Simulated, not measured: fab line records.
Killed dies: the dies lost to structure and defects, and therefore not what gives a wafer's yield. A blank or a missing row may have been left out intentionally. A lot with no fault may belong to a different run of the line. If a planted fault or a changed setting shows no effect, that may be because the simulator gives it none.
Struck lot and sound lot, side by side	flow n5_finfet	16 out of 1938 route steps
Sound: wafers L709.2, L709.3, L709.6. Struck: wafer L719.1 (L719.4, L719.6, from the same lot, were not struck and are left out); the cause is given at the end.
Each step with rows lists, per side, the tool, then ch with its chambers, then its first start. Under that, the readings that differ: sound wafers	struck wafers	difference of the means	sigmas: that difference in standard deviations of wafers without a fault.
alike: same words and numbers on both sides, and readings whose means sit less than 2 such deviations apart. not compared: any withheld reading, any reading some wafer has no value for, any bound like >300 that may hide the same value, and any number with overlapping values for which the record gives no deviation.
The two part at a step that has a row with sigmas, a row that says differs or no value, or rows on one side only. Numbers that don't overlap but have no deviation are shown without sigmas and don't part them. A reading that every wafer of one side lacks parts them only if that side has two wafers or more.

N5_GATE_CUT_OVL_MEAS_14:
  sound on overlay-01 ch 0, day 6 19:39; struck on overlay-02 ch 0, day 9 05:35
reading	sound	struck	difference	sigmas
GATE_CUT_OVL (nm)	0.5 -0.5 -0.8	-1.5	-1.2	-2
N5_GATE_CUT_INSPECT_15: inspects for defects (brightfield).
  struck on defect_inspect-01, day 9 05:39; sound on defect_inspect-01, day 6 19:42
  alike: raw_defect_count
then, 1 step without rows for these wafers: N5_GATE_CUT_DESCUM_18 (chemistry O2, time 7 s).
N5_GATE_CUT_ETCH_28: etches underlayer in N2/H2, target depth 13 nm, time 10.4 s.
  sound on rie_diel-02 ch 0,2,3, day 6 19:59; struck on rie_diel-02 ch 1, day 9 05:56
reading	sound	struck	difference	sigmas
h2_flow_sccm (sccm)	200.5 199.4 200.3	201.3	+1.2	+2
  alike: drypump_motor_current_A, etch_rf_on_time_s, oes_product_au, rf_vpp_V, showerhead_plenum_p_Torr, throttle_valve_pct
  not compared: rf_hours_counter_h
N5_GATE_CUT_ETCH_36: etches SiARC in CF4, target depth 13 nm, time 21.7 s.
  sound on rie_diel-02 ch 0,2,3, day 6 20:01; struck on rie_diel-02 ch 1, day 9 05:58
  alike: drypump_motor_current_A, etch_rf_on_time_s, oes_product_au, rf_vpp_V, showerhead_plenum_p_Torr, throttle_valve_pct
  not compared: rf_hours_counter_h
N5_GATE_CUT_ETCH_37: etches SOC in N2/H2, target depth 60 nm, overetch 12 nm, time 90 s.
  sound on rie_diel-02 ch 0,2,3, day 6 20:02; struck on rie_diel-02 ch 1, day 9 05:59
reading	sound	struck	difference	sigmas
h2_flow_sccm (sccm)	200.5 200.5 199.4	201.5	+1.4	+2
  alike: drypump_motor_current_A, oes_product_au, rf_vpp_V, showerhead_plenum_p_Torr, throttle_valve_pct
  not compared: rf_hours_counter_h
then, 5 steps without rows for these wafers: N5_GATE_CUT_STRIP_38 (strips in N2/H2); N5_GATE_CUT_STRIP_39 (strips in N2/H2); N5_GATE_CUT_HM_OPEN_40 (chemistry C4F6/O2, target SiO2, target depth 139 nm, time 85.1 s); N5_GATE_CUT_STRIP_41 (strips in CF4); N5_GATE_CUT_STRIP_42 (strips in O2).
N5_GATE_CUT_ETCH_19: etches SiNx in CH3F/O2, target depth 53.7 nm, time 76.7 s.
  sound on rie_diel-02 ch 0,2,3, day 6 20:14; struck on rie_diel-02 ch 1, day 9 06:11
  alike: drypump_motor_current_A, etch_rf_on_time_s, oes_product_au, rf_vpp_V, showerhead_plenum_p_Torr, throttle_valve_pct
  not compared: rf_hours_counter_h
N5_GATE_CUT_CUT_ETCH_53: etches W in SF6/Cl2, target depth 79.2 nm.
  sound on rie_metal-01 ch 0,1, day 6 20:21; struck on rie_metal-02 ch 0, day 9 06:18
reading	sound	struck	difference	sigmas
etch_rf_on_time_s (s)	25.7 25.1 25.7	18.9	-6.6	-11
  alike: drypump_motor_current_A, oes_product_au, throttle_valve_pct
  not compared: rf_hours_counter_h
N5_GATE_CUT_CUT_ETCH_54: etches TiN in Cl2/BCl3, target depth 96.7 nm.
  sound on rie_metal-01 ch 0,1, day 6 20:25; struck on rie_metal-02 ch 0, day 9 06:22
  alike: drypump_motor_current_A, etch_rf_on_time_s, oes_product_au, throttle_valve_pct
  not compared: rf_hours_counter_h
-- a jump in the record: the struck wafers' starts before and after are 4 days apart (it breaks off in module GATE_CUT and resumes in module BEOL_M4, where the first step shown is number 1111 of the route) --
N5_BEOL_M4_RC_MEAS_101:
  sound on prober-01 ch 0, day 11 10:02; struck on prober-01 ch 0, day 13 09:58
  alike: DIBL_N, DIBL_P, IOFF_N, IOFF_P, ION_N, ION_P, SS_N, SS_P, VT_N, VT_P
N5_PASSIVATION_PROBE_49:
  rows exist in the record for the sound wafers here (prober-02, day 16 03:19), none for the struck ones

== WHERE THEY PART ==
First at N5_GATE_CUT_OVL_MEAS_14; last, within this record, at N5_PASSIVATION_PROBE_49.

WHY: what the simulator had put in
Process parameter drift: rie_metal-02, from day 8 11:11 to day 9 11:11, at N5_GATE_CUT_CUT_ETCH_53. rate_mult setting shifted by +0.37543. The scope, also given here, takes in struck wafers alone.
